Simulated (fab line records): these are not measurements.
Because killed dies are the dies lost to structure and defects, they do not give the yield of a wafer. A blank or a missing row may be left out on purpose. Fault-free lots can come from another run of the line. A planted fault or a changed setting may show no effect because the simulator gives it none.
Struck lot and sound lot, side by side	flow nandHarc	14 out of 1159 route steps
Sound: these wafers, L325.1, L325.2, L325.4. Struck: wafer L316.5 (left out: L316.2, L316.3 of the same lot, which were not struck); the cause appears at the end.
Order at every step that has rows: each side's tool, ch and its chambers, its first start. Under that, the readings that differ: sound wafers	struck wafers	difference of the means	sigmas: that difference in standard deviations of wafers without a fault.
alike: readings with means less than 2 such deviations apart, plus words and numbers identical on both sides. not compared: withheld readings, readings lacking a value on some wafer, bounds such as >300 that could conceal the same value, and numbers that have no deviation in the record and whose values overlap.
The two part at a step that has a row with sigmas, a row that says differs or no value, or rows on one side only. When numbers do not overlap yet have no deviation, they are printed without sigmas and do not part them. A reading missing from all wafers of one side parts the sides only when that side holds two or more wafers.

NHARC_A_WL_FILL_CVD_03: deposits W, target thk 40 nm, time 3302 s.
  sound on cvdW-02 ch 0,1, day 18 05:00; struck on cvdW-02 ch 0, day 15 20:58
  alike: heaterPowerW, throttleValvePct
NHARC_A_WL_FILL_ETCHBACK_04: etches the open film in NF3, target depth 60 nm, time 120 s.
  sound on rieMetal-01 ch 0,1, day 18 08:20; struck on rieMetal-02 ch 1, day 15 23:52
  alike: drypumpMotorCurrentA, oesProductAu
  not compared: rfHoursCounterH
NHARC_A_WL_FILL_ETCHBACK_05: etches the open film in Cl2/BCl3, target depth 22 nm, time 60 s.
  sound on rieMetal-01 ch 0,1, day 18 08:35; struck on rieMetal-02 ch 0, day 16 00:05
  alike: drypumpMotorCurrentA, oesProductAu
  not compared: rfHoursCounterH
NHARC_A_WL_FILL_STRIP_27: strips in N2/H2, time 20 s.
  sound on plasmaAsher-01 ch 0,1, day 18 08:43; struck on plasmaAsher-01 ch 1, day 16 00:16
  alike: drypumpMotorCurrentA, heaterPowerW
  not compared: rfHoursCounterH
then, 5 steps without rows for these wafers: NHARC_A_WL_FILL_STRIP_28 (strips in post etch residue remover, time 1200 s); NHARC_A_WL_FILL_PRECLEAN_06 (cleans in DIW, time 300 s); NHARC_A_WL_FILL_SRD_07; NHARC_A_WL_FILL_ANNEAL_08 (time 1800 s); NHARC_A_WL_FILL_ALD_10 (deposits SiO2, target thk 50 nm, pulse time 10 s, ald cycles 500).
NHARC_A_WL_FILL_ETCHBACK_16: etches the open film in C4F8/O2/Ar, target depth 88 nm, time 17.6 s.
  sound on rieDiel-03 ch 0,1,2; struck on rieDiel-03 ch 2
  alike: oesProductAu, rfFwdPowerW, rfVppV
  not compared: rfHoursCounterH
then, 1 step without rows for these wafers: NHARC_A_WL_FILL_STRIP_29 (strips in O2, time 20 s).
NHARC_A_WL_FILL_ETCHBACK_17: etches the open film in Cl2/BCl3, target depth 4 nm, time 26.7 s.
  sound on rieMetal-03 ch 0,1, day 18 16:33; struck on rieMetal-01 ch 1, day 16 07:28
reading	sound	struck	difference	sigmas
oesProductAu (a.u.)	1.003 1.026 1.004	0.798	-0.213	-16
  alike: drypumpMotorCurrentA
  not compared: rfHoursCounterH
then, 1 step without rows for these wafers: NHARC_A_WL_FILL_PRECLEAN_18 (cleans in dHF, time 30 s).
-- break in the record here, with 4 days between the starts of the struck wafers on either side (left off in module A_WL_FILL, picked up again in module END, where the first step shown is number 1159 on the route) --
NHARC_END_SORT_01:
  only the struck wafers appear in the record here, on prober-01 ch 0 at day 20 07:06; the sound ones have no rows

## WHERE THEY PART
First at NHARC_A_WL_FILL_ETCHBACK_17; last, within this record, at NHARC_END_SORT_01.

WHY: the cause the simulator had injected
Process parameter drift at NHARC_A_WL_FILL_ETCHBACK_17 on rieMetal-01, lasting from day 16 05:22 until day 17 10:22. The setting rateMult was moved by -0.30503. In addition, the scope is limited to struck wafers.
